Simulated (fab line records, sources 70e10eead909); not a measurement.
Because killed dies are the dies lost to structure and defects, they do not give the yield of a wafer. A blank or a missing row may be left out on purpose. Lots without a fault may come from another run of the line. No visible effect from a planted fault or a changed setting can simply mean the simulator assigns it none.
fab line records    flow nandHarc
[record] lots = 5  wafers = 14  lastDay = 26
route steps=1159 shown P_M2@349 P_BONDPAD@351 END@1159
lots with no fault: from the same line, run without faults
startH: hours from the record's opening day to when the first of the lot's shown wafers began    waitH: how many hours have passed since the lot's step before this one    " unchanged from the row above    L1.1+2: a row that stands for several wafers    - no value present, or no start provided    * or withheld: withheld    < > ~ a bound
route shown NAME@n: names a module that has steps shown in the file, with the first one's number in the route    usual: mean/standard deviation of fault-free wafers    same: alike in all rows    chamber/n: place in a boat    sites: per-site readings    _std_site: standard deviation of those values    _edge_site: the outer-site mean with the inner-site mean subtracted    radiusMm: for every site, how far away it sits from the centre of the wafer    mask NAME#n: copy n    behind: the last tool/chamber to shape the wafer    hold: the reason the lot was held/the length of the hold in hours/how it ended    device: names the non-switching transistor (n, p or np)    end of line: the tests these same wafers got at the end of their route    step lacking rows: just its recipe    killed: at the first sort, the dies lost to defects and structure; wafer yield is something else    map: a wafer's dies, marking killed ones x, the rest . and places with no die _
set.NAME: the setting the step ran with; set.NAME@STEP: the setting that earlier step ran with    model.NAME: the simulator's own value behind a step, which no gauge read
lots at some steps of the route; a table a step, a row a wafer
services: from which hour (startH, from the record's first day; less than 0 if before it) a tool's chamber was out of use, for how many hours, and why
[[steps]]
[step NHARC_P_M2_PRE_CLEAN_32]
[recipe] timeS = 12  tempC = 370  rfPowerW = 300  gas = NH3
[usual] heaterPowerOuterW = 385/36  heaterPowerW = 664/59
lot.wafer  tool      chamber  startH  waitH  heaterPowerOuterW  heaterPowerW
L643.2     pecvd-03  0        137.37  0.1    356                645
L643.5     "         2        "       "      343                665
L643.4     "         1        "       "      367                663
L649.1     pecvd-01  2        171.80  0.1    470                781
L649.2     "         1        "       "      359                585
L649.4     "         0        "       "      411                717
L652.6     pecvd-03  0        202.82  0.4    421                696
L652.5     "         1        "       "      393                664
L661.3     pecvd-03  0        241.18  0.1    416                698
L661.2     "         1        "       "      398                705
L661.5     "         1        "       "      388                683
L664.3     pecvd-04  2        266.47  0.1    382                638
L664.5     "         0        "       "      339                586
L664.4     "         1        "       "      409                634
[step NHARC_P_M2_DEP_33]
[recipe] targetThkA = 300  tempC = 370  targetThkNm = 30  pressureTorr = 3  flowSccm = 200  rfW = 450  material = SiCN
[usual] heaterPowerOuterW = 345/42  heaterPowerW = 612/68
lot.wafer  tool      chamber  startH  waitH  heaterPowerOuterW  heaterPowerW
L643.2     pecvd-03  0        137.48  0.1    369                655
L643.5     "         2        "       "      275                574
L643.4     "         1        "       "      361                655
L649.1     pecvd-01  2        171.88  0.1    423                731
L649.2     "         1        "       "      324                536
L649.4     "         0        "       "      368                654
L652.6     pecvd-03  0        202.99  0.2    297                567
L652.5     "         1        "       "      362                646
L661.3     pecvd-03  0        241.29  0.1    311                595
L661.2     "         1        "       "      379                683
L661.5     "         1        "       "      375                659
L664.3     pecvd-04  2        266.61  0.1    344                568
L664.5     "         0        "       "      279                508
L664.4     "         1        "       "      367                568
[step NHARC_P_BONDPAD_DEP_00]
[recipe] targetThkA = 2500  tempC = 370  targetThkNm = 250  pressureTorr = 3  flowSccm = 200  rfW = 450  material = SiCN
[usual] heaterPowerOuterW = 349/40  heaterPowerW = 594/69
lot.wafer  tool      chamber  startH  waitH  heaterPowerOuterW  heaterPowerW
L643.2     pecvd-04  2        137.92  -      348                592
L643.4     "         1        "       "      321                487
L643.5     "         1        "       "      321                505
L649.2     pecvd-04  2        172.29  -      336                549
L649.1     "         0        "       "      267                478
L649.4     "         2        "       "      333                566
L652.6     pecvd-01  0        203.48  -      390                688
L652.5     "         1        "       "      298                488
L661.3     pecvd-04  1        241.71  -      394                623
L661.2     "         2        "       "      350                563
L661.5     "         0        "       "      336                563
L664.3     pecvd-04  0        -       -      318                539
L664.5     "         0        "       "      319                556
L664.4     "         2        "       "      325                563
[step NHARC_P_BONDPAD_CMP_32]
[recipe] targetThkNm = 200  material = SiCN
[usual] motorCurrentA = 12.0/1.1
lot.wafer  tool    chamber  startH  waitH  motorCurrentA
L643.2     cmp-04  2        138.42  0.4    12.7
L643.4     "       0        "       "      11.1
L643.5     "       2        "       "      13.5
L649.4     cmp-04  2        172.70  -      12.7
L649.2     "       0        "       "      11.4
L649.1     "       1        "       "      12.5
L652.6     cmp-01  1        203.81  -      12.2
L652.5     "       2        "       "      13.6
L661.2     cmp-01  1        242.10  -      11.9
L661.3     "       2        "       "      13.4
L661.5     "       0        "       "      12.8
L664.4     cmp-04  0        267.71  -      11.1
L664.3     "       2        "       "      12.5
L664.5     "       3        "       "      10.5
[step NHARC_P_BONDPAD_THK_MEAS_33]
[recipe] thkMeasGauge = ellipsometry
[usual] thkNm = 200.8/1.9
lot.wafer  tool          chamber  startH  waitH  thkNm
L643.2     filmMetro-01  -        138.65  0.2    201.5
L643.4     "             -        "       "      199.6
L643.5     "             -        "       "      199.7
L649.1     filmMetro-01  -        172.95  0.2    203.3
L649.2     "             -        "       "      202.4
L649.4     "             -        "       "      200.5
L652.5     filmMetro-02  -        203.96  0.1    201.2
L652.6     "             -        "       "      204.4
L661.2     filmMetro-01  -        242.32  0.2    199.6
L661.3     "             -        "       "      197.6
L661.5     "             -        "       "      202.1
L664.3     filmMetro-01  -        267.93  0.2    199.2
L664.4     "             -        "       "      202.8
L664.5     "             -        "       "      201.4
[step NHARC_P_BONDPAD_SRD_34]
[step NHARC_P_BONDPAD_DEHYDRATE_01]
[recipe] tempC = 150  timeS = 120
[step NHARC_P_BONDPAD_HMDS_02]
[recipe] timeS = 30
[step NHARC_P_BONDPAD_COAT_36]
[recipe] tempC = 200  timeS = 65
[step NHARC_P_BONDPAD_COAT_03]
[recipe] spinRpm = 2000  resistThkNm = 600
[step NHARC_P_BONDPAD_SOFTBAKE_04]
[recipe] tempC = 125  timeS = 70
[step NHARC_P_BONDPAD_EBR_05]
[step NHARC_P_BONDPAD_EXPOSE_06]
[recipe] na = 0.55  doseMj = 37.06  maskId = P_BPAD
[usual] exposureDoseMJCm2 = 37.05/0.036
[same] na = 0.55
lot.wafer  tool           chamber  startH  waitH  mask      exposureDoseMJCm2
L643.2     krfScanner-02  0        139.07  -      P_BPAD#0  37.01
L643.4     "              0        "       "      P_BPAD#0  37.08
L643.5     "              0        "       "      P_BPAD#0  37.02
L649.1     krfScanner-03  0        173.37  -      P_BPAD#0  37.08
L649.2     "              0        "       "      P_BPAD#0  37.07
L649.4     "              0        "       "      P_BPAD#0  37.08
L652.5     krfScanner-03  0        204.28  -      P_BPAD#0  50.15
L652.6     "              0        "       "      P_BPAD#0  50.17
L661.2     krfScanner-02  0        242.62  -      P_BPAD#0  37.04
L661.3     "              0        "       "      P_BPAD#0  37.01
L661.5     "              0        "       "      P_BPAD#0  37.03
L664.3     krfScanner-01  0        268.23  -      P_BPAD#0  37.06
L664.4     "              0        "       "      P_BPAD#0  37.08
L664.5     "              0        "       "      P_BPAD#0  37.08
[step NHARC_P_BONDPAD_PEB_07]
[recipe] pebTempC = 128  pebTimeS = 80
[step NHARC_P_BONDPAD_DEVELOP_08]
[recipe] timeS = 50  devTempC = 22
[step NHARC_P_BONDPAD_CD_MEAS_09]
[recipe] targetCdNm = 500  landingEnergyEv = 500
[usual] cdNm = 499.6/2.5
lot.wafer  tool      chamber  startH  waitH  cdNm
L643.2     cdSem-03  0        139.22  -      497.9
L643.4     "         0        "       "      502.3
L643.5     "         0        "       "      496.0
L649.1     cdSem-01  0        173.52  -      498.2
L649.2     "         0        "       "      497.6
L649.4     "         0        "       "      500.3
L652.5     cdSem-03  0        204.42  -      510.3
L652.6     "         0        "       "      510.1
L661.2     cdSem-01  0        242.77  -      500.2
L661.3     "         0        "       "      499.5
L661.5     "         0        "       "      503.0
L664.3     cdSem-03  0        268.38  -      498.9
L664.4     "         0        "       "      499.0
L664.5     "         0        "       "      501.5
[step NHARC_P_BONDPAD_OVL_MEAS_38]
[usual] overlayXNm = 1/7.5  overlayYNm = -1/4.3
lot.wafer  tool        chamber  startH  waitH  overlayXNm  overlayYNm
L643.2     overlay-01  -        139.31  -      1           -2
L643.4     "           -        "       "      2           -2
L643.5     "           -        "       "      1           -2
L649.1     overlay-02  -        173.61  -      3           -2
L649.2     "           -        "       "      3           -3
L649.4     "           -        "       "      3           -2
L652.5     overlay-01  -        204.50  -      -11         -1
L652.6     "           -        "       "      -12         -2
L661.2     overlay-01  -        242.85  -      4           -6
L661.3     "           -        "       "      4           -5
L661.5     "           -        "       "      4           -6
L664.3     overlay-01  -        268.46  -      -3          -3
L664.4     "           -        "       "      -3          -4
L664.5     "           -        "       "      -2          -3
[step NHARC_END_SORT_01]
[recipe] tempC = 25
[usual] defectLimitedYield = 95.4/1.7  killedAtArray = 27/12  killedAtOther = 0.9/1.1  killedAtPeriphery = 3.2/2.4  killedDies = 31/12  killedOpen = 3.3/1.7  killedShort = 2.0/1.6  sort_bin_2_pct = 1.5/0.74  sort_bin_3_pct = 0.25/0.22  sort_bin_4_pct = 2.9/1.1  sortNPass = 646/12  sortRimYieldPct = 97.2/1.8  sortYieldPct = 95.4/1.7
[same] grossDies = 677  sort_bin_5_pct[%] = 0  sort_bin_6_pct[%] = 0  sort_bin_7_pct[%] = 0  sort_bin_8_pct[%] = 0  sortRimNGross = 106.00
lot.wafer  tool       chamber  startH  waitH  defectLimitedYield[%]  killedAtArray  killedAtOther  killedAtPeriphery  killedDies  killedOpen  killedShort  sort_bin_2_pct[%]  sort_bin_3_pct[%]  sort_bin_4_pct[%]  sortNPass  sortRimYieldPct[%]  sortYieldPct[%]
L643.2     prober-01  0        443.19  2.8    97.0                   16             1              3                  20          6           2            1.2                0                  1.8                657        95.3                97.0
L643.4     prober-01  0        444.81  3.4    97.5                   7              2              8                  17          1           3            0.4                0                  2.1                660        96.2                97.5
L643.5     prober-01  0        445.61  3.7    97.2                   13             2              4                  19          4           4            0.9                0.15               1.8                658        97.2                97.2
L661.2     prober-01  0        603.29  2.8    97.3                   16             0              2                  18          5           1            0.1                0.15               2.4                659        96.2                97.3
L661.3     prober-01  0        604.10  3.1    97.3                   17             0              1                  18          4           1            0.9                0.15               1.6                659        99.1                97.3
L661.5     prober-01  0        605.71  3.7    96.9                   18             1              2                  21          4           3            0.7                0                  2.4                656        97.2                96.9
// killed by level:class
L643.2 A_CONTACT:chamberFilmFlake=4 A_CHANNEL_HOLE_D1:chamberFilmFlake=3 A_BLC:geometricParticle:open=2 P_STI:chamberFilmFlake=2 P_GATE:geometricParticle:open=1 A_ONON_D1:geometricParticle:open=1 A_CHANNEL_HOLE_D1:geometricParticle:open=1 A_SGD_CUT:geometricParticle:short=1
L643.4 P_STI:chamberFilmFlake=6 A_WL_FILL:geometricParticle:short=2 A_CONTACT:chamberFilmFlake=2 HYBRID_BOND:chamberFilmFlake=2 P_GATE:geometricParticle:short=1 A_WL_FILL:geometricParticle:open=1 P_CONTACT:chamberFilmFlake=1 A_CHANNEL_HOLE_D1:chamberFilmFlake=1
L643.5 A_CHANNEL_HOLE_D1:chamberFilmFlake=4 P_STI:chamberFilmFlake=3 A_CHANNEL_FILL_D1:geometricParticle:short=2 A_CONTACT:chamberFilmFlake=2 P_GATE:geometricParticle:open=1 A_ONON_D1:geometricParticle:short=1 A_SGD_CUT:geometricParticle:open=1 A_WL_FILL:geometricParticle:short=1
L661.2 A_CHANNEL_HOLE_D1:chamberFilmFlake=6 A_STAIRCASE:chamberFilmFlake=3 A_WL_FILL:chamberFilmFlake=2 P_GATE:geometricParticle:open=1 P_CONTACT:geometricParticle:open=1 A_STAIRCASE:geometricParticle:open=1 A_WL_FILL:geometricParticle:short=1 A_M0:geometricParticle:open=1
L661.3 A_CHANNEL_HOLE_D1:chamberFilmFlake=6 A_STAIRCASE:chamberFilmFlake=2 A_WL_FILL:chamberFilmFlake=2 A_SOURCE_PLATE:geometricParticle:open=1 A_ONON_D1:geometricParticle:open=1 A_ONON_D1:geometricParticle:short=1 A_CHANNEL_HOLE_D1:geometricParticle:open=1 A_SGD_CUT:geometricParticle:open=1
L661.5 A_STAIRCASE:chamberFilmFlake=6 A_CHANNEL_HOLE_D1:chamberFilmFlake=5 A_CHANNEL_FILL_D1:geometricParticle:open=2 P_M0:geometricParticle:open=1 A_CHANNEL_FILL_D1:geometricParticle:short=1 A_SGD_CUT:geometricParticle:short=1 A_M0:geometricParticle:open=1 STARTING-WAFER:geometricParticle:short=1
[[services]]
tool           chamber  startH  hours  kind
krfScanner-02  -        113.39  0.5    repair
krfScanner-01  -        122.99  0.6    repair
pecvd-04       0        123.23  16.0   repair
pecvd-04       -        126.87  0.9    repair
pecvd-04       2        130.30  5.5    repair
krfScanner-02  -        147.04  2.5    repair
krfScanner-02  -        153.90  3.5    repair
krfScanner-03  -        168.00  4.0    pm
krfScanner-02  -        177.75  0.4    repair
cmp-01         -        179.50  4.0    pm
krfScanner-03  -        192.13  0.7    repair
pecvd-04       -        195.00  13.0   pm
pecvd-01       -        197.14  2.9    repair
cmp-04         -        203.07  4.0    pm
cmp-04         -        208.22  0.2    repair
krfScanner-02  -        210.00  4.0    pm
cmp-01         -        210.32  0.6    repair
pecvd-03       0        221.68  15.8   repair
krfScanner-02  -        235.00  2.8    repair
pecvd-01       -        237.40  13.0   pm
krfScanner-02  -        239.99  0.4    repair
cmp-01         -        240.66  1.2    repair
krfScanner-03  -        243.71  0.4    repair
krfScanner-02  -        248.52  1.8    repair
[[key]]
[firstSign] step = NHARC_P_BONDPAD_EXPOSE_06  reading = exposureDoseMJCm2  direction = up  sigmas = 99+  usual = 37.05  struck = 50.16
[effect] step = NHARC_P_BONDPAD_CD_MEAS_09  reading = cdNm  direction = up  sigmas = 4.3  usual = 499.6  struck = 510.2  through = controlLoop
metAt NHARC_P_BONDPAD_EXPOSE_06
struckWafers L652.5,L652.6
[loopTrim] step = NHARC_P_BONDPAD_EXPOSE_06  setting = dose  lots = L652
onsetBetween 173.37 204.28
[earlierFault] kind = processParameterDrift  tool = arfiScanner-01  chamber = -  onsetH = 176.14  steps = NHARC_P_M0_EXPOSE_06  channel = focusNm  offset = 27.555  spreadByWafer = 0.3  shape = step
[fault] kind = processParameterDrift  tool = krfScanner-03  chamber = -  onsetH = 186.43  steps = NHARC_P_BONDPAD_EXPOSE_06  channel = doseMj  offset = 16.322  shape = step  actsIn = theseRecipesOnly  stated = 37.06
// loopTrim: a control loop set the setting to another value than it would have without faults
